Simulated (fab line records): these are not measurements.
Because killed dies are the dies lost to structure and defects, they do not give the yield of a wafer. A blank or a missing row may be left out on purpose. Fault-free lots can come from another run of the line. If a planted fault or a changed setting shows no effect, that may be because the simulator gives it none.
fab line records	flow nandHarc
record: lots: 24	wafers: 72	lastDay: 34
route steps=1302 shown A_STAIRCASE@818 A_SLIT@940 A_WL_FILL@959
lots with no fault: from the same line, run without faults
startH: the number of hours between the record's first day and the start of the first shown wafer of the lot	waitH: hours from the lot's prior step to this one	" the same as in the row above	L1.1+2: a row that stands for several wafers	- no value, or no start given	* or withheld: withheld	< > ~ a bound
route shown NAME@n: names a module that has steps shown in the file, with the first one's number in the route	usual: mean/standard deviation of fault-free wafers	same: alike in all rows	chamber/n: place in a boat	sites: readings site by site	_std_site: their standard deviation	_edge_site: inner sites' mean taken away from outer sites' mean	radiusMm: how far each site lies from the wafer's centre	mask NAME#n: copy n	behind: the most recent tool/chamber to have shaped the wafer	hold: why the lot went on hold/how many hours it stayed there/how the hold came to an end	device: whichever transistor did not switch (one of n, p or np)	end of line: the tests these same wafers got at the end of their route	a step without rows: its recipe alone	killed: count of dies lost to structure and defects at first sort (not the wafer's yield)	map: a wafer's dies, marking killed ones x, the rest . and places with no die _
set.NAME: the run value of the setting; set.NAME@STEP: its run value at that earlier step	model.NAME: the simulator's own value behind a step, which no gauge read
the route's steps for a sample of lots (tables are steps, rows are wafers)
services: the hour from which a tool's chamber was out of use, counted from the record's first day as startH (under 0 if before that day), plus the number of hours and why
== steps ==
step: NHARC_A_STAIRCASE_HM_DEP_462
recipe: targetThkA: 8000	tempC: 400	material: aC
usual: throttleValvePct: 35.000/0.0092
lot.wafer	tool	chamber	startH	waitH	throttleValvePct
L075.3	aclDep-03	0	396.78	0.7	35.006
L075.5	"	0	"	"	34.981
L075.6	"	0	"	"	34.996
L074.1	aclDep-03	0	397.99	0.5	35.002
L074.2	"	0	"	"	35.004
L074.5	"	0	"	"	34.994
L076.1	aclDep-02	0	399.08	0.9	35.002
L076.2	"	0	"	"	35.022
L076.3	"	0	"	"	34.990
L077.2	aclDep-02	0	410.95	3.1	35.016
L077.3	"	0	"	"	35.010
L077.6	"	0	"	"	34.996
L078.2	aclDep-03	0	430.36	2.6	34.997
L078.4	"	0	"	"	35.008
L078.5	"	0	"	"	35.004
L079.3	aclDep-01	0	437.61	0.7	34.992
L079.4	"	0	"	"	34.985
L079.5	"	0	"	"	34.998
L082.1	aclDep-01	0	452.94	0.1	34.992
L082.5	"	0	454.15	1.3	35.003
L082.6	"	0	"	"	35.002
L080.3	aclDep-02	0	454.36	1.0	34.986
L080.5	"	0	"	"	35.001
L080.6	"	0	"	"	35.009
L081.1	aclDep-02	0	474.70	0.1	34.999
L081.3	"	0	"	"	35.002
L081.4	"	0	"	"	35.001
L083.1	aclDep-03	0	481.44	0.1	34.993
L083.5	"	0	482.68	1.3	35.001
L083.6	"	0	"	"	34.994
L085.1	aclDep-01	0	487.55	1.8	35.001
L085.3	"	0	"	"	35.011
L085.5	"	0	"	"	35.000
L084.1	aclDep-02	0	491.47	5.0	35.009
L084.3	"	0	"	"	34.996
L084.6	"	0	"	"	34.997
L086.1	aclDep-02	0	512.02	0.1	35.000
L086.4	"	0	"	"	35.007
L086.5	"	0	"	"	35.003
L087.1	aclDep-02	0	525.62	0.7	34.993
L087.2	"	0	"	"	35.010
L087.3	"	0	"	"	34.987
L088.1	aclDep-01	0	527.46	0.1	35.012
L088.4	"	0	"	"	34.998
L088.5	"	0	"	"	34.997
L091.1	aclDep-01	0	534.89	0.1	35.000
L091.5	"	0	536.15	1.3	35.020
L091.6	"	0	"	"	35.005
L089.3	aclDep-03	0	535.73	0.7	34.996
L089.5	"	0	"	"	34.995
L089.6	"	0	"	"	35.000
L090.1	aclDep-01	0	542.72	0.1	35.001
L090.2	"	0	"	"	35.003
L090.3	"	0	"	"	34.997
L092.1	aclDep-03	0	552.48	0.1	34.992
L092.2	"	0	"	"	34.976
L092.5	"	0	"	"	35.004
L095.1	aclDep-01	0	580.07	2.9	35.016
L095.3	"	0	"	"	34.994
L095.4	"	0	"	"	34.994
L094.1	aclDep-01	0	581.91	1.9	35.008
L094.3	"	0	"	"	35.002
L094.4	"	0	"	"	35.011
L093.2	aclDep-02	0	586.35	0.4	34.983
L093.4	"	0	"	"	34.984
L093.6	"	0	"	"	34.998
L096.1	aclDep-02	0	606.91	0.1	35.008
L096.4	"	0	"	"	35.008
L096.6	"	0	"	"	35.002
L097.1	aclDep-01	0	613.15	1.6	34.995
L097.2	"	0	"	"	34.998
L097.5	"	0	"	"	35.011
step: NHARC_A_STAIRCASE_ETCH_313
recipe: cf4FlowSccm: 100	chf3FlowSccm: 30	arFlowSccm: 0	rfW: 500	biasW: 200	chemistry: CF4/CHF3
usual: drypumpMotorCurrentA: 5.9/0.57	oesProductAu: 0.931/0.017	rfFwdPowerW: 497.2/1.8	rfVppV: 371.0/2.6	showerheadPlenumPTorr: 1.59/0.078	throttleValvePct: 16.803/0.0087
lot.wafer	tool	chamber	startH	waitH	drypumpMotorCurrentA	oesProductAu	rfFwdPowerW	rfHoursCounterH	rfVppV	showerheadPlenumPTorr	throttleValvePct
L075.3	rieDiel-13	3	399.10	0.1	5.8	0.932	500.0	12	372.0	1.59	16.791
L075.5	"	1	"	"	6.6	0.921	492.7	-	367.7	1.48	16.797
L075.6	"	2	"	"	6.0	0.926	497.8	-	376.3	1.70	16.804
L074.1	rieDiel-11	0	400.91	0.1	6.2	0.910	497.1	47	367.1	1.48	16.817
L074.2	"	2	"	"	6.6	0.926	498.5	48	370.5	1.55	16.802
L074.5	"	0	"	"	6.2	0.917	496.6	-	367.0	1.48	16.795
L076.3	rieDiel-08	3	401.90	0.1	6.2	0.941	498.2	11	374.9	1.68	16.801
L076.2	"	0	"	"	4.9	0.935	497.6	11	374.0	1.70	16.798
L076.1	"	2	"	"	5.5	0.926	498.1	9	371.0	1.59	16.798
L077.3	rieDiel-13	0	413.61	0.1	5.1	0.915	500.1	16	371.0	1.56	16.805
L077.2	"	1	"	"	6.7	0.917	492.6	18	367.2	1.48	16.804
L077.6	"	3	"	"	5.8	0.921	497.0	-	371.6	1.59	16.805
L078.4	rieDiel-08	1	433.02	0.1	6.5	0.921	496.6	18	370.5	1.53	16.807
L078.2	"	2	"	"	5.5	0.925	498.2	19	370.5	1.59	16.805
L078.5	"	0	"	"	4.8	0.931	499.7	-	373.6	1.69	16.809
L079.4	rieDiel-13	3	439.93	0.1	5.8	0.921	498.3	22	370.0	1.59	16.825
L079.3	"	0	"	"	5.0	0.923	498.8	21	369.8	1.56	16.801
L079.5	"	3	"	"	5.8	0.921	494.6	-	371.6	1.59	16.797
L082.1	rieDiel-08	1	455.86	0.1	6.5	0.930	495.1	27	368.6	1.53	16.809
L082.6	"	3	"	"	6.3	0.914	495.6	-	374.5	1.68	16.818
L082.5	"	0	"	"	4.8	0.922	501.4	-	376.5	1.69	16.801
L080.3	rieDiel-11	0	456.66	0.1	6.2	0.965	497.3	3	365.7	1.47	16.805
L080.5	"	3	"	"	6.1	0.960	496.3	-	370.7	1.59	16.794
L080.6	"	0	"	"	6.2	0.965	494.8	-	368.7	1.47	16.814
L081.3	rieDiel-11	3	477.52	0.1	6.1	0.918	495.2	11	371.2	1.59	16.792
L081.4	"	1	"	"	6.2	0.927	494.4	10	369.2	1.53	16.800
L081.1	"	2	"	"	6.6	0.929	496.4	11	369.5	1.55	16.796
L083.1	rieDiel-13	1	484.30	0.1	6.7	0.920	496.2	40	367.8	1.48	16.810
L083.5	"	1	"	"	6.7	0.921	495.6	-	367.0	1.48	16.780
L083.6	"	2	"	"	6.0	0.930	498.6	-	373.6	1.69	16.803
L085.3	rieDiel-13	1	490.48	0.1	6.7	0.930	494.7	42	367.8	1.47	16.814
L085.1	"	0	"	"	5.0	0.916	496.5	35	370.2	1.56	16.804
L085.5	"	1	"	"	6.6	0.928	493.9	-	367.1	1.48	16.813
L084.1	rieDiel-13	2	494.41	0.1	6.1	0.921	498.7	43	372.6	1.69	16.823
L084.3	"	0	"	"	5.0	0.914	500.4	36	370.1	1.56	16.812
L084.6	"	3	"	"	5.8	0.922	496.6	-	370.4	1.59	16.791
L086.4	rieDiel-13	0	514.95	0.1	5.1	0.919	499.0	43	371.0	1.56	16.809
L086.1	"	3	"	"	5.8	0.924	498.2	44	371.2	1.59	16.804
L086.5	"	1	"	"	6.7	0.915	495.3	-	365.9	1.47	16.807
L087.3	rieDiel-08	2	528.62	0.1	5.5	0.919	494.8	53	371.6	1.58	16.803
L087.1	"	3	"	"	6.3	0.913	497.4	55	373.6	1.67	16.801
L087.2	"	0	"	"	4.8	0.936	499.1	55	375.9	1.69	16.800
L088.4	rieDiel-13	0	530.50	0.1	5.0	0.943	499.3	1	371.2	1.56	16.810
L088.1	"	3	"	"	5.8	0.930	496.0	1	371.9	1.58	16.780
L088.5	"	1	"	"	6.6	0.950	498.1	-	366.8	1.47	16.794
L091.1	rieDiel-08	2	537.73	0.1	5.5	0.931	494.9	57	368.6	1.58	16.795
L091.5	"	2	"	"	5.5	0.923	498.7	-	371.0	1.58	16.805
L091.6	"	3	"	"	6.3	0.913	500.8	-	373.7	1.67	16.801
L089.3	rieDiel-11	1	538.05	0.1	6.2	0.926	496.4	33	368.4	1.52	16.808
L089.5	"	0	"	"	6.2	0.917	495.1	-	366.2	1.47	16.802
L089.6	"	1	"	"	6.2	0.929	496.2	-	369.8	1.52	16.795
L090.2	rieDiel-13	1	545.64	0.1	6.7	0.989	496.7	7	367.7	1.47	16.819
L090.1	"	3	"	"	5.8	0.952	497.2	5	370.9	1.58	16.810
L090.3	"	0	"	"	5.1	0.969	497.3	7	368.9	1.55	16.802
L092.2	rieDiel-08	1	555.51	0.1	6.5	0.972	499.1	0	370.0	1.52	16.794
L092.1	"	2	"	"	5.5	0.967	499.8	0	372.5	1.58	16.802
L092.5	"	1	"	"	6.5	0.970	496.7	-	370.5	1.52	16.794
L095.4	rieDiel-13	0	583.01	0.1	5.1	0.916	498.2	19	370.7	1.55	16.809
L095.1	"	1	"	"	6.6	0.935	494.8	20	367.0	1.47	16.797
L095.3	"	2	"	"	6.0	0.929	500.1	18	373.4	1.68	16.816
L094.1	rieDiel-13	2	584.89	0.1	6.0	0.921	497.9	19	373.4	1.68	16.791
L094.4	"	3	"	"	5.8	0.922	496.2	13	370.7	1.58	16.807
L094.3	"	0	"	"	5.1	0.926	498.2	19	370.9	1.55	16.808
L093.2	rieDiel-08	2	588.98	0.1	5.5	0.954	495.8	11	370.6	1.57	16.807
L093.4	"	3	"	"	6.3	0.922	499.3	12	371.4	1.66	16.800
L093.6	"	3	"	"	6.2	0.923	499.4	-	373.8	1.66	16.781
L096.1	rieDiel-08	2	609.71	0.1	5.5	0.941	497.8	16	370.4	1.57	16.789
L096.4	"	0	"	"	4.9	0.914	496.9	17	375.2	1.68	16.789
L096.6	"	2	"	"	5.5	0.929	496.7	-	369.9	1.57	16.784
L097.1	rieDiel-13	1	616.08	0.1	6.7	0.939	495.2	30	368.4	1.47	16.802
L097.2	"	2	"	"	6.0	0.923	500.1	32	373.8	1.68	16.795
L097.5	"	1	"	"	6.6	0.937	495.9	-	368.2	1.47	16.804
step: NHARC_A_STAIRCASE_CMP_450
recipe: targetThkNm: 200	material: SiO2
usual: motorCurrentA: 11.5/1.2	slurryFlowMlMin: 150.1/0.51
lot.wafer	tool	chamber	startH	waitH	motorCurrentA	slurryFlowMlMin
L075.3	cmp-02	3	445.32	-	11.2	150.8
L075.6	"	0	"	"	12.7	150.3
L075.5	"	1	"	"	11.8	150.2
L074.2	cmp-01	2	445.40	-	10.3	149.7
L074.1	"	1	"	"	11.6	150.0
L074.5	"	3	"	"	11.1	150.0
L076.2	cmp-01	3	448.09	-	11.3	150.6
L076.1	"	0	"	"	9.8	150.4
L076.3	"	2	"	"	10.7	149.3
L077.3	cmp-01	3	457.85	-	11.1	150.4
L077.2	"	0	"	"	9.3	150.3
L077.6	"	2	"	"	10.9	149.9
L078.4	cmp-02	3	476.63	-	11.1	150.7
L078.2	"	2	"	"	12.4	150.1
L078.5	"	3	"	"	11.8	150.4
L079.3	cmp-02	0	492.67	-	12.7	150.2
L079.4	"	1	"	"	11.5	150.0
L079.5	"	0	"	"	12.1	150.0
L080.3	cmp-01	3	503.37	-	10.9	150.7
L080.5	"	2	"	"	10.5	150.0
L080.6	"	3	"	"	11.2	150.6
L082.1	cmp-02	1	503.42	-	11.7	150.2
L082.5	"	2	"	"	11.9	149.7
L082.6	"	3	"	"	11.5	149.7
L081.1	cmp-03	0	527.81	-	13.2	149.3
L081.3	"	1	"	"	10.4	149.6
L081.4	"	3	"	"	15.4	149.5
L083.1	cmp-02	2	534.45	-	12.6	149.8
L083.6	"	2	"	"	11.5	150.5
L083.5	"	3	"	"	11.0	149.8
L085.3	cmp-03	3	534.59	-	15.0	150.5
L085.1	"	0	"	"	12.9	150.6
L085.5	"	3	"	"	15.1	150.2
L084.3	cmp-01	0	541.87	-	10.1	150.6
L084.1	"	3	"	"	10.3	150.8
L084.6	"	1	"	"	12.0	149.7
L086.1	cmp-03	1	563.03	-	11.0	150.5
L086.4	"	2	"	"	10.9	149.9
L086.5	"	1	"	"	10.9	149.0
L088.4	cmp-01	1	577.08	-	12.2	150.6
L088.1	"	2	"	"	10.6	149.2
L088.5	"	2	"	"	10.7	150.4
L087.2	cmp-02	1	584.70	-	11.3	149.4
L087.1	"	2	"	"	12.2	149.3
L087.3	"	3	"	"	11.6	150.8
L090.2	cmp-03	1	584.78	-	10.4	151.0
L090.3	"	2	"	"	11.9	149.4
L090.1	"	0	"	"	12.4	150.8
L089.3	cmp-01	0	584.99	-	9.4	150.2
L089.6	"	2	"	"	11.0	150.4
L089.5	"	3	"	"	11.5	149.9
L091.1	cmp-02	1	587.62	-	10.4	149.2
L091.6	"	3	"	"	11.8	150.0
L091.5	"	0	"	"	12.6	150.4
L092.1	cmp-02	0	603.24	-	12.7	150.2
L092.2	"	2	"	"	12.2	151.5
L092.5	"	0	"	"	13.6	149.5
L095.3	cmp-01	3	632.69	-	11.8	150.1
L095.1	"	0	"	"	10.0	149.8
L095.4	"	2	"	"	10.8	149.9
L094.3	cmp-02	1	632.78	-	11.4	149.8
L094.1	"	2	"	"	11.8	150.1
L094.4	"	0	"	"	12.1	150.2
L093.4	cmp-03	2	632.97	-	11.7	150.4
L093.2	"	1	"	"	10.7	150.8
L093.6	"	3	"	"	15.4	149.7
L096.4	cmp-01	1	657.12	-	12.2	149.8
L096.1	"	3	"	"	10.5	150.4
L096.6	"	2	"	"	10.6	150.5
L097.2	cmp-01	2	663.46	-	10.9	150.3
L097.1	"	3	"	"	10.8	150.1
L097.5	"	1	"	"	10.8	151.1
step: NHARC_A_STAIRCASE_INSPECT_155
usual: rawDefectCount: 444/130
lot.wafer	tool	chamber	startH	waitH	rawDefectCount
L075.3	defectInspect-01	-	447.07	0.1	683
L075.5	"	-	"	"	532
L075.6	"	-	"	"	565
L074.1	defectInspect-02	-	447.19	0.1	524
L074.2	"	-	"	"	437
L074.5	"	-	"	"	517
L076.1	defectInspect-02	-	449.89	0.1	355
L076.2	"	-	"	"	486
L076.3	"	-	"	"	493
L077.2	defectInspect-01	-	459.62	0.1	409
L077.3	"	-	"	"	425
L077.6	"	-	"	"	262
L078.2	defectInspect-01	-	478.50	0.1	476
L078.4	"	-	"	"	532
L078.5	"	-	"	"	581
L079.3	defectInspect-01	-	494.82	0.1	345
L079.4	"	-	"	"	412
L079.5	"	-	"	"	296
L080.3	defectInspect-02	-	505.18	0.1	329
L080.5	"	-	"	"	413
L080.6	"	-	"	"	473
L082.1	defectInspect-01	-	505.22	0.1	345
L082.5	"	-	"	"	246
L082.6	"	-	"	"	272
L081.1	defectInspect-02	-	529.74	0.1	634
L081.3	"	-	"	"	571
L081.4	"	-	"	"	519
L083.1	defectInspect-01	-	536.24	0.1	600
L083.5	"	-	"	"	771
L083.6	"	-	"	"	782
L085.1	defectInspect-01	-	536.37	0.1	334
L085.3	"	-	"	"	414
L085.5	"	-	"	"	497
L084.1	defectInspect-02	-	543.66	0.1	332
L084.3	"	-	"	"	255
L084.6	"	-	"	"	328
L086.1	defectInspect-01	-	564.89	0.1	330
L086.4	"	-	"	"	181
L086.5	"	-	"	"	306
L088.1	defectInspect-01	-	578.95	0.1	380
L088.4	"	-	"	"	343
L088.5	"	-	"	"	335
L087.1	defectInspect-02	-	586.47	0.1	463
L087.2	"	-	"	"	421
L087.3	"	-	"	"	443
L090.1	defectInspect-01	-	586.62	0.1	311
L090.2	"	-	"	"	331
L090.3	"	-	"	"	299
L089.3	defectInspect-02	-	586.75	0.1	306
L089.5	"	-	"	"	592
L089.6	"	-	"	"	493
L091.1	defectInspect-02	-	589.40	0.1	399
L091.5	"	-	"	"	596
L091.6	"	-	"	"	365
L092.1	defectInspect-02	-	605.19	0.1	311
L092.2	"	-	"	"	570
L092.5	"	-	"	"	378
L095.1	defectInspect-02	-	634.48	0.1	473
L095.3	"	-	"	"	362
L095.4	"	-	"	"	426
L094.1	defectInspect-02	-	634.58	0.1	473
L094.3	"	-	"	"	388
L094.4	"	-	"	"	366
L093.2	defectInspect-02	-	634.84	0.1	481
L093.4	"	-	"	"	345
L093.6	"	-	"	"	451
L096.1	defectInspect-02	-	661.80	0.1	659
L096.4	"	-	"	"	371
L096.6	"	-	"	"	559
L097.1	defectInspect-01	-	665.77	0.1	327
L097.2	"	-	"	"	507
L097.5	"	-	"	"	412
step: NHARC_A_SLIT_ETCH_26
recipe: biasV: 400	sourceW: 2000	pressureMtorr: 25	timeS: 90	arFlowSccm: 375	c4f8FlowSccm: 41.7	o2FlowSccm: 83.3	targetDepthA: 4000	chemistry: C4F8/O2/Ar
usual: drypumpMotorCurrentA: 6.0/0.32	rfFwdPowerW: 1988/5.6	showerheadPlenumPTorr: 3.74/0.12	throttleValvePct: 27.619/0.0089
lot.wafer	tool	chamber	startH	waitH	drypumpMotorCurrentA	rfFwdPowerW	rfHoursCounterH	showerheadPlenumPTorr	throttleValvePct
L075.3	harEtch-01	0	465.69	1.9	5.9	1990	-	3.68	27.618
L075.5	"	0	"	"	6.0	1981	-	3.68	27.628
L075.6	"	1	"	"	5.8	1987	-	3.68	27.605
L076.1	harEtch-02	0	466.09	3.0	6.6	1982	45	3.95	27.628
L076.2	"	1	"	"	5.6	1987	45	3.92	27.622
L076.3	"	0	"	"	6.6	1989	-	3.95	27.608
L074.2	harEtch-01	0	469.48	3.0	5.9	1997	256	3.68	27.600
L074.1	"	1	"	"	5.8	1985	256	3.68	27.612
L074.5	"	0	"	"	5.9	1997	-	3.68	27.604
L077.2	harEtch-01	0	481.58	3.0	5.9	1995	267	3.68	27.607
L077.3	"	1	"	"	5.8	1989	-	3.67	27.618
L077.6	"	0	"	"	5.9	1992	-	3.68	27.630
L078.2	harEtch-01	1	498.78	2.4	5.8	1991	271	3.67	27.622
L078.4	"	0	"	"	5.9	1993	-	3.67	27.612
L078.5	"	0	"	"	5.9	1995	-	3.67	27.624
L079.3	harEtch-01	0	516.62	1.9	5.8	1984	-	3.67	27.615
L079.4	"	1	"	"	5.8	1983	-	3.67	27.622
L079.5	"	1	"	"	5.8	1986	-	3.67	27.637
L080.3	harEtch-01	0	524.17	1.3	5.9	1995	-	3.66	27.621
L080.6	"	1	"	"	5.8	1976	-	3.67	27.626
L080.5	"	0	"	"	5.9	1989	-	3.67	27.625
L082.1	harEtch-02	0	524.65	2.4	6.6	1986	80	3.93	27.621
L082.5	"	1	"	"	5.7	1998	-	3.90	27.630
L082.6	"	0	"	"	6.6	1990	-	3.93	27.613
L081.1	harEtch-01	1	547.31	2.4	5.8	1990	298	3.66	27.613
L081.4	"	0	"	"	5.9	1986	-	3.66	27.621
L081.3	"	1	"	"	5.8	1996	-	3.66	27.613
L085.1	harEtch-01	1	555.18	3.0	5.8	1994	305	3.65	27.630
L085.3	"	0	"	"	6.0	1992	-	3.65	27.616
L085.5	"	1	"	"	5.8	1984	-	3.65	27.595
L083.1	harEtch-02	1	555.97	2.5	5.7	1980	100	3.89	27.622
L083.5	"	0	"	"	6.6	1993	-	3.92	27.633
L083.6	"	1	"	"	5.7	1978	-	3.89	27.625
L084.1	harEtch-01	1	561.42	3.0	5.8	1984	309	3.65	27.617
L084.3	"	0	"	"	5.9	1997	-	3.65	27.628
L084.6	"	1	"	"	5.8	1984	-	3.65	27.628
L086.1	harEtch-01	1	582.69	2.4	5.8	1987	316	3.65	27.606
L086.4	"	1	"	"	5.8	1987	-	3.65	27.617
L086.5	"	1	"	"	5.8	1995	-	3.65	27.631
L088.1	harEtch-01	1	598.95	2.4	5.8	1987	332	3.64	27.614
L088.4	"	1	"	"	5.8	1983	-	3.64	27.617
L088.5	"	1	"	"	5.8	1989	-	3.64	27.629
L087.2	harEtch-02	1	603.82	3.0	5.7	1999	127	3.87	27.617
L087.1	"	0	"	"	6.6	1977	127	3.91	27.624
L087.3	"	1	"	"	5.7	1991	-	3.87	27.612
L090.1	harEtch-01	1	604.09	3.1	5.8	1998	335	3.64	27.636
L090.2	"	0	"	"	5.9	1982	335	3.64	27.609
L090.3	"	0	"	"	6.0	1990	-	3.64	27.613
L089.3	harEtch-02	0	607.72	1.3	6.6	1991	-	3.90	27.619
L089.5	"	1	"	"	5.7	1994	-	3.87	27.608
L089.6	"	0	"	"	6.6	1996	-	3.90	27.616
L091.1	harEtch-01	0	607.94	2.5	5.9	1996	339	3.64	27.611
L091.5	"	1	"	"	5.8	1988	-	3.64	27.616
L091.6	"	0	"	"	5.9	1996	-	3.64	27.592
L092.1	harEtch-02	1	624.98	3.0	5.7	1991	138	3.87	27.625
L092.2	"	0	"	"	6.6	1988	138	3.90	27.618
L092.5	"	0	"	"	6.6	1985	-	3.90	27.632
L095.1	harEtch-02	0	653.32	3.1	6.6	1988	153	3.89	27.612
L095.4	"	0	"	"	6.6	1988	-	3.89	27.612
L095.3	"	1	"	"	5.7	1991	-	3.86	27.620
L094.1	harEtch-02	1	657.12	2.4	5.6	1985	157	3.86	27.605
L094.3	"	0	"	"	6.6	1993	-	3.89	27.616
L094.4	"	1	"	"	5.7	1994	-	3.86	27.616
L093.2	harEtch-01	1	658.56	3.1	5.8	1982	366	3.62	27.639
L093.4	"	1	"	"	5.8	1983	-	3.62	27.616
L093.6	"	1	"	"	5.8	1988	-	3.62	27.614
L097.2	harEtch-02	0	686.50	3.0	6.6	1984	172	3.88	27.609
L097.1	"	1	"	"	5.7	1988	172	3.85	27.630
L097.5	"	0	"	"	6.6	1973	-	3.88	27.616
L096.1	harEtch-01	1	687.11	2.5	5.8	1991	381	3.61	27.622
L096.4	"	1	"	"	5.8	1995	-	3.61	27.629
L096.6	"	1	"	"	5.8	1988	-	3.61	27.615
step: NHARC_A_WL_FILL_STRIP_27
recipe: powerW: 1500	tempC: 250	timeS: 20	chemistry: N2/H2
usual: drypumpMotorCurrentA: 5.4/0.49	heaterPowerW: 311/16
lot.wafer	tool	chamber	startH	waitH	drypumpMotorCurrentA	heaterPowerW	rfHoursCounterH
L076.2	plasmaAsher-02	0	475.43	0.1	5.0	311	10
L076.1	"	1	"	"	5.2	306	10
L076.3	"	1	"	"	5.2	302	-
L075.3	plasmaAsher-01	0	475.49	0.2	5.7	322	-
L075.6	"	1	"	"	6.4	327	-
L075.5	"	0	"	"	5.7	318	-
L074.1	plasmaAsher-01	1	479.32	0.1	6.3	328	26
L074.2	"	0	"	"	5.7	320	26
L074.5	"	0	"	"	5.7	316	-
L077.2	plasmaAsher-01	0	491.71	0.5	5.7	324	28
L077.3	"	1	"	"	6.3	327	-
L077.6	"	0	"	"	5.7	306	-
L078.2	plasmaAsher-02	0	508.48	0.1	5.0	300	16
L078.4	"	1	"	"	5.2	301	-
L078.5	"	1	"	"	5.2	309	-
L079.3	plasmaAsher-02	0	526.34	0.1	5.0	302	-
L079.4	"	1	"	"	5.2	303	-
L079.5	"	1	"	"	5.2	304	-
L082.1	plasmaAsher-02	1	534.00	0.1	5.2	300	24
L082.6	"	1	"	"	5.2	303	-
L082.5	"	0	"	"	5.0	302	-
L080.3	plasmaAsher-02	0	534.40	0.2	5.0	291	-
L080.5	"	1	"	"	5.2	307	-
L080.6	"	0	"	"	5.0	305	-
L081.1	plasmaAsher-02	0	557.26	0.1	5.0	297	27
L081.4	"	1	"	"	5.2	296	-
L081.3	"	0	"	"	5.0	291	-
L085.1	plasmaAsher-02	0	564.96	0.1	5.0	303	29
L085.3	"	1	"	"	5.2	297	-
L085.5	"	1	"	"	5.2	299	-
L083.1	plasmaAsher-02	1	565.09	0.3	5.2	301	29
L083.6	"	1	"	"	5.2	293	-
L083.5	"	0	"	"	5.0	303	-
L084.1	plasmaAsher-02	0	571.35	0.2	5.0	297	31
L084.3	"	0	"	"	5.0	296	-
L084.6	"	1	"	"	5.2	305	-
L086.1	plasmaAsher-02	0	593.57	0.1	5.0	299	36
L086.4	"	0	"	"	5.0	306	-
L086.5	"	1	"	"	5.2	299	-
L088.1	plasmaAsher-01	0	608.96	0.1	5.7	333	17
L088.4	"	0	"	"	5.7	326	-
L088.5	"	0	"	"	5.7	328	-
L087.1	plasmaAsher-02	0	613.64	0.1	5.0	304	0
L087.2	"	1	"	"	5.2	293	0
L087.3	"	0	"	"	5.0	305	-
L090.2	plasmaAsher-02	0	613.77	0.2	5.0	304	0
L090.1	"	1	"	"	5.2	289	0
L090.3	"	1	"	"	5.2	295	-
L089.3	plasmaAsher-01	0	618.32	0.2	5.7	333	-
L089.5	"	1	"	"	6.4	345	-
L089.6	"	0	"	"	5.7	335	-
L091.1	plasmaAsher-01	1	618.45	0.1	6.3	334	20
L091.5	"	0	"	"	5.7	335	-
L091.6	"	1	"	"	6.3	343	-
L092.2	plasmaAsher-02	0	634.72	0.1	5.0	304	4
L092.1	"	1	"	"	5.2	295	4
L092.5	"	1	"	"	5.2	296	-
L095.1	plasmaAsher-01	1	663.18	0.1	6.4	339	31
L095.3	"	1	"	"	6.4	346	-
L095.4	"	0	"	"	5.7	332	-
L093.2	plasmaAsher-01	1	666.97	0.1	6.3	340	31
L093.4	"	0	"	"	5.7	327	-
L093.6	"	0	"	"	5.7	332	-
L094.1	plasmaAsher-02	1	667.28	0.1	5.2	295	11
L094.3	"	1	"	"	5.3	294	-
L094.4	"	0	"	"	5.0	307	-
L096.1	plasmaAsher-02	1	696.86	0.2	5.2	293	16
L096.4	"	0	"	"	5.0	307	-
L096.6	"	1	"	"	5.2	305	-
L097.2	plasmaAsher-02	0	696.97	0.2	5.0	308	16
L097.1	"	1	"	"	5.2	296	16
L097.5	"	1	"	"	5.2	297	-
== services ==
tool	chamber	startH	hours	kind
harEtch-02	-	377.42	17.0	pm
cmp-02	-	379.76	0.4	repair
cmp-01	-	389.66	4.3	repair
cmp-02	-	414.64	2.3	repair
plasmaAsher-02	-	426.15	9.0	pm
aclDep-02	-	428.13	13.0	pm
cmp-02	-	428.72	4.0	pm
cmp-01	-	467.44	0.8	repair
rieDiel-13	0	471.12	7.6	repair
cmp-01	-	490.28	2.0	repair
cmp-01	-	496.44	2.6	repair
rieDiel-13	-	519.35	9.0	pm
cmp-02	-	526.73	4.0	pm
plasmaAsher-02	-	538.43	9.5	repair
cmp-01	-	547.87	1.2	repair
aclDep-01	-	550.03	13.0	pm
rieDiel-13	3	570.33	8.1	repair
cmp-01	-	590.24	4.0	pm
plasmaAsher-02	-	603.15	9.0	pm
aclDep-02	-	609.13	13.0	pm
rieDiel-13	0	617.81	2.9	repair
cmp-01	-	621.96	1.3	repair
cmp-01	-	688.24	4.0	pm
rieDiel-13	-	696.35	9.0	pm
== key ==
fault none
